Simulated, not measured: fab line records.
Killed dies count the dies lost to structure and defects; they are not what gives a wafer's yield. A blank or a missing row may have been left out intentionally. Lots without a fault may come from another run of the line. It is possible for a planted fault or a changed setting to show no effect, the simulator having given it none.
Struck lot and sound lot, side by side :: flow n5Finfet :: 45 out of 1938 route steps
Sound: the wafers L800.1, L800.3, L800.4. Struck: wafers L801.1, L801.3 (left out: L801.6, a lot-mate that was not struck); the cause follows at the end.
Order at every step that has rows: each side's tool, ch and its chambers, its first start. Under that, the readings that differ: sound wafers :: struck wafers :: difference of the means :: sigmas: that difference in standard deviations of wafers without a fault.
alike: a reading whose means differ by less than 2 such deviations, as well as words and numbers matching on both sides. not compared: withheld readings; readings where some wafer has no value; bounds like >300 that might hide an equal value; numbers whose values overlap and for which the record gives no deviation.
A row with sigmas, a row that says differs or no value, or rows on one side alone: a step with any of these is where the two part. When numbers do not overlap yet have no deviation, they are printed without sigmas and do not part them. A reading that every wafer of one side lacks parts them only if that side has two wafers or more.

first, 11 steps without rows for these wafers: N5_BEOL_M2_DESCUM_33 (chemistry O2, time 7 s); N5_BEOL_M2_ETCH_77 (etches underlayer in N2/H2, target depth 6.5 nm, time 5.2 s); N5_BEOL_M2_ETCH_69 (etches SiARC in CF4, target depth 15.6 nm, time 26 s); N5_BEOL_M2_ALD_98 (deposits SiO2, target thk 2.5 nm, pulse time 1 s, co reactant pulse time 1 s); N5_BEOL_M2_ETCHBACK_99 (etches SiO2 in CHF3, target depth 5 nm, time 10.4 s); N5_BEOL_M2_ETCH_70 (etches SOC in N2/H2, target depth 80 nm, overetch 24 nm, time 130 s); N5_BEOL_M2_STRIP_71 (strips in N2/H2); N5_BEOL_M2_STRIP_78 (strips in N2/H2); N5_BEOL_M2_VIA_ETCH_34 (etches the open film in C4F6/O2, target depth 69.4 nm, time 65.9 s); N5_BEOL_M2_STRIP_83 (strips in C4F6/O2); N5_BEOL_M2_STRIP_36 (strips in N2/H2).
N5_BEOL_M2_TRENCH_ETCH_37: etches SiOC in C4F6/O2, target depth 55.555 nm, time 29.2 s.
  sound on rieDiel-03 ch 0,1,2, day 14 00:01; struck on rieDiel-02 ch 1,2, day 14 12:16
reading: rfHoursCounterH (h)
sound: 208 195 237
struck: 54 111
difference: -131
sigmas: 

reading: model.etch.depthNm (nm)
sound: 56.72 53.77 54.88
struck: 28.46 26.7
difference: -27.54
sigmas: 

reading: model.BEOL_M2.featureDepthNm (nm)
sound: 56.8 53.8 54.8
struck: 28.4 26.6
difference: -27.6
sigmas: 

reading: model.TiN_of_BEOL_M2_HM_DEP_02.thkNm (nm)
sound: 17.8 17.8 17.8
struck: 18.8 18.8
difference: +1.0
sigmas: 
  alike: biasW, drypumpMotorCurrentA, oes_ar_750_au, oesProductAu, rfVppV, showerheadPlenumPTorr, throttleValvePct
then, 2 steps without rows for these wafers: N5_BEOL_M2_ETCH_41 (etches SiCN in CH3F/O2, target depth 29.9 nm, time 52.5 s); N5_BEOL_M2_STRIP_97 (strips in N2/H2, time 10 s).
N5_BEOL_M2_OCD_MEAS_38:
  struck on ocd-01, day 14 12:25; sound on ocd-01, day 14 00:10
reading: trenchDepthNm (nm)
sound: 56.8 53.6 55.1
struck: 29.0 26.5
difference: -27.4
sigmas: -20
then, 25 steps without rows for these wafers: N5_BEOL_M2_HM_STRIP_39 (strips TiN in peroxide tin strip, target depth 25 nm, time 158 s); N5_BEOL_M2_SRD_40 (time 30 s); N5_BEOL_M2_PRECLEAN_42 (cleans in residue remover, time 60 s); N5_BEOL_M2_SRD_43 (time 30 s); N5_BEOL_M2_DEGAS_44 (time 60 s); N5_BEOL_M2_PRE_CLEAN_45 (time 30 s); N5_BEOL_M2_ALD_84 (deposits TaN, pulse time 2 s, purge time 3 s, co reactant purge time 2 s); N5_BEOL_M2_SURFACE_TREAT_85; N5_BEOL_M2_CVD_47 (deposits Co from CCTBA/H2, target thk 3 nm, time 223.8 s); N5_BEOL_M2_SPUTTER_48 (material Cu, target thk 4.5 nm, time 8.29 s); N5_BEOL_M2_ANNEAL_49 (time 240 s); N5_BEOL_M2_SPUTTER_79 (material Cu, target thk 4.5 nm, time 8.29 s); N5_BEOL_M2_ANNEAL_80 (time 240 s); N5_BEOL_M2_SPUTTER_81 (material Cu, target thk 4.5 nm, time 8.29 s); N5_BEOL_M2_ANNEAL_82 (time 240 s); N5_BEOL_M2_SPUTTER_86 (material Cu, target thk 4.5 nm, time 8.29 s); N5_BEOL_M2_ANNEAL_87 (time 240 s); N5_BEOL_M2_SPUTTER_88 (material Cu, target thk 4.5 nm, time 8.29 s); N5_BEOL_M2_ANNEAL_89 (time 240 s); N5_BEOL_M2_SPUTTER_90 (material Cu, target thk 4.5 nm, time 8.29 s); N5_BEOL_M2_ANNEAL_91 (time 240 s); N5_BEOL_M2_SPUTTER_92 (material Cu, target thk 4.5 nm, time 8.29 s); N5_BEOL_M2_ANNEAL_93 (time 240 s); N5_BEOL_M2_SPUTTER_94 (material Cu, target thk 4.5 nm, time 8.29 s); N5_BEOL_M2_ANNEAL_95 (time 240 s).
N5_BEOL_M2_CMP_52: polishes, stops on SiOC, t overpolish 6.8 s, target thk 40 nm.
  sound on cmp-03 ch 0,1,2, day 14 03:52; struck on cmp-01 ch 1,2, day 14 15:41
reading: slurryFlowMlMin
sound: 150.1 149.7 149.4
struck: 151.0 150.5
difference: +1.0
sigmas: +2

reading: model.Cu_of_BEOL_M2_ECD_50.thkNm (nm)
sound: 40.6 38.2 38.2
struck: 14 9.2
difference: -27
sigmas: 
  alike: motorCurrentA, slurryFilterDpKPa
N5_BEOL_M2_THK_MEAS_53: measures by xrf.
  struck on filmMetro-01, day 14 15:59; sound on filmMetro-01, day 14 04:07
reading: M2_THK (nm)
sound: 40.0 37.8 38.0
struck: 13.9 9.0
difference: -27.2
sigmas: -14
N5_BEOL_M2_RS_MEAS_58: uses a four-point probe to measure.
  struck on filmMetro-02, day 14 16:15; sound on filmMetro-02, day 14 04:32
reading: M2_RS (ohm/sq)
sound: 0.65 0.71 0.71
struck: 2.79 5.18
difference: +3.29
sigmas: +78
N5_BEOL_M4_RC_MEAS_101:
  the record has rows for the sound wafers here (prober-01 ch 0, day 17 20:22) and none for the struck ones
-- the record jumps here: 8 days lie between the struck wafers' starts before and after (it left off in module BEOL_M4 and takes up again in module PASSIVATION, whose first step shown is number 1936 of the route) --
N5_PASSIVATION_PROBE_49:
  only the struck wafers here have rows in the record (prober-02, day 22 15:47); the sound ones have none

WHERE THEY PART
Earliest at N5_BEOL_M2_OCD_MEAS_38; latest, in this record, at N5_PASSIVATION_PROBE_49.

WHY: whatever the simulator had introduced
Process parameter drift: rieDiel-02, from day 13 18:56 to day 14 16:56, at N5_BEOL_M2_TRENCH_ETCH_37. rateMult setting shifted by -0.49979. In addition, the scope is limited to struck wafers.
